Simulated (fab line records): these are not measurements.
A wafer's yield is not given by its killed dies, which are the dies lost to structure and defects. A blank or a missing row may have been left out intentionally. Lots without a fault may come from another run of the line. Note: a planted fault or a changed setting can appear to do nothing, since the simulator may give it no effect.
Matching of chambers + flow nand-harc + rie-diel-03 running NHARC_P_GATE_DESCUM_93: 4 sister chambers
The step chemistry O2, time 3 s. 8 wafers are shown with their chamber, then 10 later ones without.

== EACH WAFER AND ITS CHAMBER ==
| wafer  | chamber | throttle-valve-pct (%) | oes-product-au (a.u.) |
|--------|---------|------------------------|-----------------------|
| L086.4 | 0       | 11.295                 | 1.001                 |
| L087.3 | 2       | 11.320                 | 0.989                 |
| L087.5 | 2       | 11.310                 | 0.991                 |
| L089.2 | 0       | 11.303                 | 1.010                 |
| L089.3 | 3       | 11.323                 | 1.002                 |
| L089.4 | 1       | 11.302                 | 0.995                 |
| L088.2 | 1       | 11.301                 | 0.992                 |
| L088.4 | 3       | 11.301                 | 0.995                 |

== WAFERS WHOSE CHAMBER IS MISSING ==
| wafer  | throttle-valve-pct (%) | oes-product-au (a.u.) |
|--------|------------------------|-----------------------|
| L088.5 | 11.313                 | 1.000                 |
| L090.2 | 11.316                 | 1.001                 |
| L090.3 | 11.320                 | 0.992                 |
| L090.4 | 11.314                 | 1.005                 |
| L092.1 | 11.305                 | 1.001                 |
| L092.3 | 11.306                 | 0.995                 |
| L092.6 | 11.312                 | 0.999                 |
| L096.2 | 11.322                 | 0.997                 |
| L096.5 | 11.328                 | 0.992                 |
| L096.6 | 11.308                 | 1.005                 |

== EACH ONE'S CHAMBER ==
| wafer  | from the rows above               | in truth |
|--------|-----------------------------------|----------|
| L088.5 | can't be placed: 3 or 1 or 0      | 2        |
| L090.2 | can't be placed: 3 or 0 or 1 or 2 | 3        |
| L090.3 | can't be placed: 2 or 3 or 1      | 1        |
| L090.4 | can't be placed: 3 or 0 or 1 or 2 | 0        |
| L092.1 | can't be placed: 3 or 0 or 1 or 2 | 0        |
| L092.3 | can't be placed: 1 or 3 or 2 or 0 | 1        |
| L092.6 | can't be placed: 3 or 1 or 0      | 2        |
| L096.2 | can't be placed: 3 or 2 or 1      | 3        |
| L096.5 | can't be placed: 2 or 3 or 1      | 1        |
| L096.6 | can't be placed: 0 or 3 or 1      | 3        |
0 of 10 placed correctly. Not placeable from these rows: 10 (in 8, the candidates include the true chamber). Number placed wrongly: 0.
How it was worked out, from the rows above alone: a wafer's distance from a chamber is the root of the sum, over the readings, of the square of ((its reading less the chamber's mean) divided by the reading's scatter). If the next closest chamber is less than 2 further off than the closest, the wafer can't be placed; otherwise it belongs to the closest. A chamber's mean is the mean of its shown wafers. The scatter: the root of (the sum of the squares of (reading less its chamber's mean) over the shown wafers, divided by (wafers less chambers)).
